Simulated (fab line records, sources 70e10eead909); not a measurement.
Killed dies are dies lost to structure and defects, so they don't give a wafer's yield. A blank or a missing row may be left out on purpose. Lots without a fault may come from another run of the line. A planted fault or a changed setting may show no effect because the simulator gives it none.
Which tool did it? | flow nand_harc | 23 lots, 69 wafers sampled, at 1 step of a route of 1159

WHAT THE GAUGES READ, wafer by wafer
NHARC_P_M2_CD_MEAS_16.
lot  | measured     | on        | cd_nm (nm)
L075 | day 6 08:12  | cd_sem-02 | 169.0 170.0 168.6
L074 | day 6 08:53  | cd_sem-02 | 169.4 169.2 169.9
L077 | day 6 21:25  | cd_sem-02 | 170.8 169.3 170.8
L078 | day 7 02:18  | cd_sem-03 | 170.6 171.5 169.5
L076 | day 7 05:56  | cd_sem-02 | 169.1 170.4 170.0
L080 | day 7 08:59  | cd_sem-03 | 171.3 172.5 169.0
L079 | day 7 09:47  | cd_sem-02 | 170.3 170.5 171.6
L081 | day 8 02:17  | cd_sem-01 | 170.5 170.6 170.4
L082 | day 8 03:41  | cd_sem-01 | 170.0 169.5 171.3
L083 | day 8 04:16  | cd_sem-02 | 169.8 170.2 169.9
L084 | day 8 18:32  | cd_sem-03 | 171.0 171.2 171.1
L087 | day 9 11:39  | cd_sem-01 | 170.4 168.3 171.1
L086 | day 9 12:35  | cd_sem-02 | 170.0 169.9 170.3
L088 | day 10 06:14 | cd_sem-01 | 168.7 169.9 170.4
L089 | day 10 07:12 | cd_sem-01 | 170.9 171.1 170.1
L090 | day 10 07:48 | cd_sem-01 | 170.2 168.7 170.5
L091 | day 10 14:08 | cd_sem-02 | 170.7 169.8 168.2
L093 | day 10 14:29 | cd_sem-03 | 170.0 170.9 169.0
L092 | day 10 14:44 | cd_sem-02 | 169.4 169.9 169.8
L094 | day 11 05:35 | cd_sem-01 | 169.8 169.2 168.9
L095 | day 11 08:22 | cd_sem-01 | 169.6 171.4 169.5
L096 | day 11 16:02 | cd_sem-02 | 169.5 170.6 169.8
L097 | day 12 00:26 | cd_sem-03 | 169.4 170.0 169.1

WHICH TOOL RAN EACH LOT (tool, then ch and the chambers of the sampled wafers, then the start)
The record holds no process step before these readings.

WHAT THE TOOLS THEMSELVES READ (means of the sampled wafers that have a number; where no wafer has one, the mark that the record gives instead)
The record holds no such reading with a usual standard deviation.

THE ANSWER, worked out from the rows above alone
Rule: what is usual is taken from the lots themselves. Put in order of their means at a reading, lots are off if they are a third of the lots or fewer, leave a main group of 4 or more, and stand apart from it by a gap of 3 or more times the standard deviation of the main group's means; of several such gaps the widest counts. A main group whose means are all the same, to the digits that the tables above print for the reading, isn't used. A lot without any number at a reading at which 4 lots or more have one is off too. The other lots that the step has rows for count as sound. The gauges are gone through in route order, then the tools' own readings, and for those a lot's mean is taken as printed above. The first step at which some lot is off is used, and at that step the reading that is off furthest; a lot without a number counts as furthest.
No lot is off at any reading shown: from this, nothing can be told.

WHAT THE SIMULATOR HAD PUT IN
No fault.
